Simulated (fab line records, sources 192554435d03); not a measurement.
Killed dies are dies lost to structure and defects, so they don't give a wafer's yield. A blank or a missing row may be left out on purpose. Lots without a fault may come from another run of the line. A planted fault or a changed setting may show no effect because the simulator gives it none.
Chamber matching | flow n5_finfet | N5_GATE_CUT_CMP_02 on cmp-03: 4 sister chambers
The step polishes, stops on SiO2, t overpolish 12.7 s, target thk 0 nm. 18 wafers are shown with their chamber, then 9 later ones without.

WAFERS WITH THEIR CHAMBER
wafer  | chamber | motor_current_A (A) | time_to_endpoint_s (s) | overpolish_run_s (s)
L074.3 | 0       | 8.5                 | 20                     | 12.706
L074.4 | 2       | 8.8                 | 17                     | 12.684
L074.5 | 2       | 9.0                 | 16                     | 12.719
L076.2 | 2       | 8.4                 | 17                     | 12.698
L076.3 | 1       | 8.2                 | 24                     | 12.706
L076.6 | 3       | 10.7                | 26                     | 12.704
L081.2 | 2       | 9.1                 | 18                     | 12.696
L081.3 | 1       | 8.2                 | 23                     | 12.700
L081.4 | 3       | 10.4                | 28                     | 12.703
L087.1 | 2       | 9.2                 | 15                     | 12.688
L087.2 | 3       | 10.5                | 24                     | 12.703
L087.3 | 0       | 8.6                 | 23                     | 12.698
L090.2 | 0       | 8.3                 | 24                     | 12.707
L090.3 | 1       | 8.0                 | 22                     | 12.701
L090.5 | 0       | 8.1                 | 26                     | 12.700
L095.1 | 0       | 8.1                 | 25                     | 12.710
L095.2 | 2       | 8.9                 | 20                     | 12.712
L095.4 | 3       | 11.0                | 26                     | 12.700

SIGNATURES (means of the wafers above)
reading            | chamber 0 | chamber 1 | chamber 2 | chamber 3 | scatter within a chamber
motor_current_A    | 8.320     | 8.133     | 8.900     | 10.650    | 0.246
time_to_endpoint_s | 23.60     | 23.00     | 17.17     | 26.00     | 1.81
overpolish_run_s   | 12.70420  | 12.70233  | 12.69950  | 12.70250  | 0.00868
Rule: a wafer's distance from a chamber is the root of the sum, over the readings, of the square of ((its reading less the chamber's mean) divided by the reading's scatter). The wafer belongs to the nearest chamber; if the next one is less than 2 further off, it can't be placed. The scatter: the root of (the sum of the squares of (reading less its chamber's mean) over the shown wafers, divided by (wafers less chambers)).

WAFERS WITHOUT THEIR CHAMBER
wafer  | motor_current_A (A) | time_to_endpoint_s (s) | overpolish_run_s (s)
L096.1 | 10.7                | 22                     | 12.690
L096.5 | 8.3                 | 21                     | 12.693
L096.6 | 10.7                | 23                     | 12.704
L097.1 | 7.9                 | 23                     | 12.701
L097.3 | 8.3                 | 22                     | 12.692
L097.4 | 10.9                | 24                     | 12.706
L097.2 | 9.0                 | 18                     | 12.705
L097.5 | 8.3                 | 24                     | 12.705
L097.6 | 8.2                 | 22                     | 12.692

WHICH CHAMBER EACH WENT THROUGH
wafer  | from the rows above          | in truth
L096.1 | 3                            | 3
L096.5 | can't be placed: 1 or 0 or 2 | 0
L096.6 | 3                            | 3
L097.1 | can't be placed: 1 or 0      | 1
L097.3 | can't be placed: 1 or 0      | 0
L097.4 | 3                            | 3
L097.2 | 2                            | 2
L097.5 | can't be placed: 0 or 1      | 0
L097.6 | can't be placed: 1 or 0      | 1
Placed correctly: 4 of 9. Can't be placed from these rows: 5 (the true chamber is among the candidates in 5). Placed wrongly: 0.
